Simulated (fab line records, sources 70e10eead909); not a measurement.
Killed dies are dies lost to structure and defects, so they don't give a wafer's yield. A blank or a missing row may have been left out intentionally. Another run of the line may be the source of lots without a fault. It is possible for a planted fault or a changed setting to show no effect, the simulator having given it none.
Which of the tools did it? ; flow nand_harc ; 13 lots, 35 wafers sampled, at 5 steps of a route of 1159

WHAT EACH GAUGE READ, for each wafer
NHARC_END_SORT_01. Usual: killed_at_array 29, standard deviation 11; killed_at_other 0.5, standard deviation 0.89; killed_at_periphery 3.3, standard deviation 2; killed_dies 32, standard deviation 11; killed_open 3.1, standard deviation 1.9; killed_short 2.3, standard deviation 1.6.
lot;measured;on;killed_at_array;killed_at_other;killed_at_periphery;killed_dies;killed_open;killed_short;flag
L683;day 22 00:31;prober-02;490;0;1;491;2;1;OFF
L678;day 21 15:13;prober-01;23;0;4;27;4;1;
L684;day 22 10:19;prober-01;511 16 514;1 2 0;3 5 2;515 23 516;0 8 2;0 3 2;OFF

TOOL THAT RAN EACH LOT (tool first, then ch and the chambers of the sampled wafers, then the start)
lot;NHARC_A_M0_DEGAS_28;NHARC_A_M0_PVD_20;NHARC_A_M1_ETCH_15;NHARC_A_M1_ECD_22
L677;pvd_sputter-03, day 17 19:21;pvd_sputter-03, day 17 23:48 or earlier;rie_diel-06 ch 1,2,3, day 17 23:48 or earlier;ecd_cu-01 ch 0,1, day 17 23:48
L675;pvd_sputter-02, day 17 20:51;pvd_sputter-02, day 18 01:20 or earlier;rie_diel-06 ch 1,3, day 18 01:20 or earlier;ecd_cu-02 ch 0,1, day 18 01:20
L676;pvd_sputter-01, day 18 01:10;pvd_sputter-01, day 18 06:09 or earlier;rie_diel-12 ch 1,2,3, day 18 06:09 or earlier;ecd_cu-01 ch 0,1, day 18 06:09
L680;pvd_sputter-03, day 18 01:52;pvd_sputter-03, day 18 06:29 or earlier;rie_diel-01 ch 0,3, day 18 06:29 or earlier;ecd_cu-02 ch 0,1, day 18 06:29
L679;pvd_sputter-03, day 19 07:17;pvd_sputter-03, day 19 11:51 or earlier;rie_diel-06 ch 0,3, day 19 11:51 or earlier;ecd_cu-01 ch 0,1, day 19 11:51
L683;pvd_sputter-01, day 19 13:19;pvd_sputter-01, day 19 17:53 or earlier;rie_diel-01 ch 1, day 19 17:53 or earlier;ecd_cu-02 ch 0, day 19 17:53
L678;pvd_sputter-02, day 19 20:59;pvd_sputter-02, day 20 02:53 or earlier;rie_diel-12 ch 2, day 20 02:53 or earlier;ecd_cu-02 ch 1, day 20 02:53
L684;pvd_sputter-02, day 20 05:39;pvd_sputter-02, day 20 08:55 or earlier;rie_diel-06 ch 0,3, day 20 08:55;ecd_cu-02 ch 0,1, day 20 10:32
L690;pvd_sputter-03, day 21 08:12;pvd_sputter-03, day 21 12:41 or earlier;rie_diel-06 ch 2,3, day 21 12:41 or earlier;ecd_cu-01 ch 0,1, day 21 12:41
L693;pvd_sputter-01, day 21 17:59;pvd_sputter-01, day 21 22:55 or earlier;rie_diel-12 ch 0,1,2, day 21 22:55 or earlier;ecd_cu-01 ch 0,1, day 21 22:55
L697;pvd_sputter-03, day 22 17:17;pvd_sputter-03, day 22 21:52 or earlier;rie_diel-12 ch 0,1,3, day 22 21:52 or earlier;ecd_cu-02 ch 0,1, day 22 21:52
L695;pvd_sputter-03, day 22 22:38;pvd_sputter-03, day 23 03:19 or earlier;rie_diel-12 ch 0,2, day 23 03:19 or earlier;ecd_cu-01 ch 0,1, day 23 03:19
L698;pvd_sputter-03, day 23 01:59;pvd_sputter-03, day 23 06:39 or earlier;rie_diel-06 ch 1,3, day 23 06:39 or earlier;ecd_cu-01 ch 0,1, day 23 06:39
- NHARC_A_M0_DEGAS_28: time 60 s.
- NHARC_A_M0_PVD_20: deposits TaN, target thk 5 nm, time 8.06 s.
- NHARC_A_M1_ETCH_15: etches the open film in C4F8/Ar, target depth 182.5 nm, time 91.2 s.
- NHARC_A_M1_ECD_22: material Cu, target thk 400 nm.

WHAT THE TOOLS THEMSELVES READ (means of the sampled wafers that have a number; where no wafer has one, the mark that the record gives instead)
NHARC_A_M0_DEGAS_28. Usual: heater_power_w reads 324 W (standard deviation 21).
lot;tool;heater_power_w (W);flag
L677;pvd_sputter-03;322;
L675;pvd_sputter-02;328;
L676;pvd_sputter-01;340;
L680;pvd_sputter-03;311;
L679;pvd_sputter-03;313;
L683;pvd_sputter-01;343;
L678;pvd_sputter-02;320;
L684;pvd_sputter-02;313;
L690;pvd_sputter-03;326;
L693;pvd_sputter-01;339;
L697;pvd_sputter-03;329;
L695;pvd_sputter-03;300;
L698;pvd_sputter-03;350;

NHARC_A_M0_PVD_20. Usual: substrate_temp_c 50.01 C, standard deviation 0.11; throttle_valve_pct 29.9 %, standard deviation 1.3.
lot;tool;substrate_temp_c (C);throttle_valve_pct (%);flag
L677;pvd_sputter-03;49.91;30.2;
L675;pvd_sputter-02;49.94;30.7;
L676;pvd_sputter-01;50.10;29.2;
L680;pvd_sputter-03;49.98;30.3;
L679;pvd_sputter-03;50.03;29.5;
L683;pvd_sputter-01;50.16;29.9;
L678;pvd_sputter-02;50.16;29.5;
L684;pvd_sputter-02;49.97;30.8;
L690;pvd_sputter-03;50.09;29.3;
L693;pvd_sputter-01;49.96;28.4;
L697;pvd_sputter-03;50.05;29.5;
L695;pvd_sputter-03;49.91;30.0;
L698;pvd_sputter-03;50.03;30.0;

NHARC_A_M1_ETCH_15. Usual: oes_product_au 0.949 a.u., standard deviation 0.024; rf_vpp_V 441.8 V, standard deviation 2.2.
lot;tool;oes_product_au (a.u.);rf_vpp_V (V);flag
L677;rie_diel-06;0.979;441.5;
L675;rie_diel-06;0.984;440.1;
L676;rie_diel-12;0.925;441.0;
L680;rie_diel-01;0.908;441.6;
L679;rie_diel-06;0.960;442.2;
L683;rie_diel-01;0.908;440.6;
L678;rie_diel-12;0.956;443.0;
L684;rie_diel-06;0.954;442.1;
L690;rie_diel-06;0.934;441.3;
L693;rie_diel-12;0.974;441.1;
L697;rie_diel-12;0.928;442.5;
L695;rie_diel-12;0.970;441.8;
L698;rie_diel-06;0.974;439.7;

THE ANSWER, worked out from the rows above alone
Rule: a lot counts as off when the mean over its wafers that have a number is more than 3 standard deviations away from the usual mean. Also off: a lot with no number at a reading for which 4 or more lots have one. Where the step has rows for the other lots, those lots are counted as sound. After the gauges, taken in route order, come the tools' own readings; for these a lot's mean is taken, as printed above. At the first step where some lot is off, the reading lying furthest off is the one used; lots without a number count as furthest.
Off at NHARC_END_SORT_01 (killed_at_array): L683, L684. Neither off nor sound, because the step has no rows for them: L677, L675, L676, L680, L679, L690, L693, L697, L695, L698.
If a tool, at a process step before that reading, ran all the lots that are off and no sound lot after the first of them, it fits. The gauges at NHARC_END_SORT_01 are tried like those tools. NHARC_A_M0_PVD_20 gives no start for some lots, so the hours and the order of its lots are those of NHARC_A_M1_ECD_22. NHARC_A_M1_ETCH_15 gives no start for some lots, so the hours and the order of its lots are those of NHARC_A_M1_ECD_22. None of those tried fits.

WHAT THE SIMULATOR HAD PUT IN
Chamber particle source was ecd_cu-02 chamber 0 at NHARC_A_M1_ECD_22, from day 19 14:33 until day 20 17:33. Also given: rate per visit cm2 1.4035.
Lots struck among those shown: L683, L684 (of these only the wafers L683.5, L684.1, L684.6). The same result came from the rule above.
